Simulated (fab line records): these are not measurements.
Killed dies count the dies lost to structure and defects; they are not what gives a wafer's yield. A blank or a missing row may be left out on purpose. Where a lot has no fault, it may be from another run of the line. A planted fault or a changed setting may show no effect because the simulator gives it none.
Which tool is to blame?    flow n5-finfet    10 lots with 28 wafers sampled at 6 steps, on a route of 1938 steps

## WHAT EACH GAUGE READ, for each wafer
N5_BEOL_M15_THK_MEAS_01.
lot   measured      on             M15_ILD_THK (nm)
L482  day 12 09:25  film-metro-02  1598 1580 1621
L486  day 12 17:16  film-metro-02  1611 1595 1636
L487  day 13 14:09  film-metro-02  1618 1654 1631
L490  day 14 02:14  film-metro-01  1609 1594
L492  day 15 02:38  film-metro-02  1613 1624
L494  day 15 15:17  film-metro-02  1621 1626 1640
L500  day 16 10:50  film-metro-01  1634 1625 1655
L502  day 17 07:35  film-metro-01  1575 1597 1606
L503  day 17 11:48  film-metro-01  1589 1634 1636
L501  day 17 16:17  film-metro-01  1594 1607 1602

N5_BEOL_M15_CD_MEAS_17: target cd 360 nm.
lot   measured      on         cd-nm (nm)
L482  day 12 10:19  cd-sem-01  363.4 361.5 359.5
L486  day 12 18:10  cd-sem-01  360.7 362.3 363.5
L487  day 13 15:19  cd-sem-02  360.6 362.7 364.1
L490  day 14 03:15  cd-sem-01  365.1 362.1
L492  day 15 03:39  cd-sem-02  360.9 362.1
L494  day 15 16:39  cd-sem-03  362.5 364.9 362.9
L500  day 16 11:44  cd-sem-03  366.1 364.6 363.3
L502  day 17 08:29  cd-sem-01  361.1 364.2 363.8
L503  day 17 12:41  cd-sem-03  362.2 361.6 359.6
L501  day 17 17:11  cd-sem-01  359.9 364.7 361.6

N5_BEOL_M15_THK_MEAS_50: measures by xrf.
lot   measured      on             M15_THK (nm)
L482  day 12 14:11  film-metro-02  821 828 839
L486  day 13 05:51  film-metro-02  842 866 855
L487  day 13 19:49  film-metro-02  843 846 841
L490  day 14 10:19  film-metro-01  1263 851
L492  day 15 17:25  film-metro-02  1257 1237
L494  day 16 00:32  film-metro-01  833 848 848
L500  day 16 15:51  film-metro-02  829 845 853
L502  day 17 11:18  film-metro-01  838 883 842
L503  day 17 16:23  film-metro-02  851 840 880
L501  day 17 20:55  film-metro-02  842 885 864

N5_BEOL_M15_RS_MEAS_54: measurement is done with a four-point probe.
lot   measured      on             M15_RS (ohm/sq)
L482  day 12 14:19  film-metro-02  0.0223 0.0220 0.0218
L486  day 13 05:59  film-metro-02  0.0222 0.0217 0.0220
L487  day 13 19:56  film-metro-02  0.0222 0.0220 0.0221
L490  day 14 10:27  film-metro-01  0.0146 0.0216
L492  day 15 17:33  film-metro-02  0.0148 0.0151
L494  day 16 00:40  film-metro-02  0.0225 0.0220 0.0220
L500  day 16 15:59  film-metro-01  0.0224 0.0220 0.0217
L502  day 17 11:25  film-metro-01  0.0222 0.0209 0.0221
L503  day 17 16:31  film-metro-01  0.0216 0.0220 0.0210
L501  day 17 21:03  film-metro-02  0.0221 0.0210 0.0214

## EACH LOT AND THE TOOL THAT RAN IT (in order: tool; ch and the chambers of the sampled wafers; start)
lot   N5_BEOL_M15_VIA_ETCH_16             N5_BEOL_M15_TRENCH_ETCH_34
L482  rie-diel-01 ch 1,2,3, day 12 09:54  rie-diel-02 ch 1,2,3, day 12 11:25
L486  rie-diel-01 ch 1,2,3, day 12 17:46  rie-diel-02 ch 0,1,2, day 12 19:22
L487  rie-diel-01 ch 0,1,3, day 13 14:55  rie-diel-03 ch 1,2,3, day 13 16:22
L490  rie-diel-02 ch 2,3, day 14 02:50    rie-diel-02 ch 2,3, day 14 05:05
L492  rie-diel-03 ch 2,3, day 15 03:14    rie-diel-02 ch 0,3, day 15 04:50
L494  rie-diel-03 ch 0,2,3, day 15 16:14  rie-diel-03 ch 0,1,3, day 15 19:53
L500  rie-diel-02 ch 2,3, day 16 11:19    rie-diel-03 ch 0,3, day 16 12:58
L502  rie-diel-02 ch 0,3, day 17 08:04    rie-diel-01 ch 0,3, day 17 09:32
L503  rie-diel-03 ch 0,1,2, day 17 12:17  rie-diel-01 ch 0,1,3, day 17 14:02
L501  rie-diel-02 ch 0,2,3, day 17 16:46  rie-diel-02 ch 0,1,2, day 17 18:22
- N5_BEOL_M15_VIA_ETCH_16: etches SiO2 in C4F8/O2/Ar, target depth 1792.2 nm.
- N5_BEOL_M15_TRENCH_ETCH_34: etches SiO2 in C4F8/O2/Ar, target depth 872.93 nm, time 199 s.

## AS READ BY THE TOOLS THEMSELVES (means over the sampled wafers that have a number; for cases with no such wafer, the mark the record gives instead)
N5_BEOL_M15_VIA_ETCH_16.
lot   tool         drypump-motor-current-A (A)  oes-product-au (a.u.)  rf-vpp-V (V)  showerhead-plenum-p-Torr (Torr)  throttle-valve-pct (%)
L482  rie-diel-01  5.3                          0.74                   2210          3.55                             31.06
L486  rie-diel-01  5.3                          0.73                   2210          3.55                             31.06
L487  rie-diel-01  5.7                          0.67                   2215          3.51                             31.05
L490  rie-diel-02  5.8                          0.71                   2214          3.40                             31.20
L492  rie-diel-03  6.1                          0.65                   2272          3.55                             30.84
L494  rie-diel-03  5.8                          0.64                   2234          3.50                             30.95
L500  rie-diel-02  5.9                          0.67                   2212          3.32                             31.26
L502  rie-diel-02  5.5                          0.68                   2220          3.54                             31.16
L503  rie-diel-03  5.7                          0.63                   2195          3.45                             31.08
L501  rie-diel-02  5.7                          0.66                   2214          3.39                             31.27

N5_BEOL_M15_TRENCH_ETCH_34.
lot   tool         drypump-motor-current-A (A)  oes-product-au (a.u.)  rf-vpp-V (V)  showerhead-plenum-p-Torr (Torr)  throttle-valve-pct (%)
L482  rie-diel-02  5.5                          0.74                   2217          3.37                             31.01
L486  rie-diel-02  5.4                          0.71                   2214          3.30                             31.11
L487  rie-diel-03  5.8                          0.71                   2234          3.52                             31.01
L490  rie-diel-02  5.8                          0.88                   2214          3.40                             31.39
L492  rie-diel-02  5.4                          0.96                   2219          3.52                             31.53
L494  rie-diel-03  5.5                          0.70                   2196          3.46                             31.17
L500  rie-diel-03  5.5                          0.70                   2197          3.45                             31.11
L502  rie-diel-01  5.9                          0.69                   2206          3.48                             31.07
L503  rie-diel-01  5.7                          0.74                   2216          3.50                             31.10
L501  rie-diel-02  5.4                          0.79                   2227          3.41                             31.11

## THE ANSWER, worked out from the rows above alone
Rule: usual is defined by the lots themselves. The widest of any qualifying gaps counts: lots, ordered by their means at a reading, are off when they make up no more than a third of the lots, leave a main group of 4 or more, and stand apart from it by 3 or more times the standard deviation of that group's means. If all means in a main group match to the digits the tables above print for the reading, that group is not used. A lot without any number at a reading at which 4 lots or more have one is off too. The other lots that the step has rows for count as sound. After the gauges, taken in route order, come the tools' own readings; for these a lot's mean is taken, as printed above. At the first step where some lot is off, the reading lying furthest off is the one used; lots without a number count as furthest.
Off: at N5_BEOL_M15_THK_MEAS_50 (M15_THK), L490, L492. The main group: mean 848 nm, standard deviation 10.
If a tool, at a process step before that reading, ran all the lots that are off and no sound lot after the first of them, it fits. The gauges at N5_BEOL_M15_THK_MEAS_50 aren't tried: what is off there is off at N5_BEOL_M15_TRENCH_ETCH_34 too, on other tools, and a gauge's error can't cause that. No candidate that was tried fits.

## WHAT THE SIMULATOR HAD PUT IN
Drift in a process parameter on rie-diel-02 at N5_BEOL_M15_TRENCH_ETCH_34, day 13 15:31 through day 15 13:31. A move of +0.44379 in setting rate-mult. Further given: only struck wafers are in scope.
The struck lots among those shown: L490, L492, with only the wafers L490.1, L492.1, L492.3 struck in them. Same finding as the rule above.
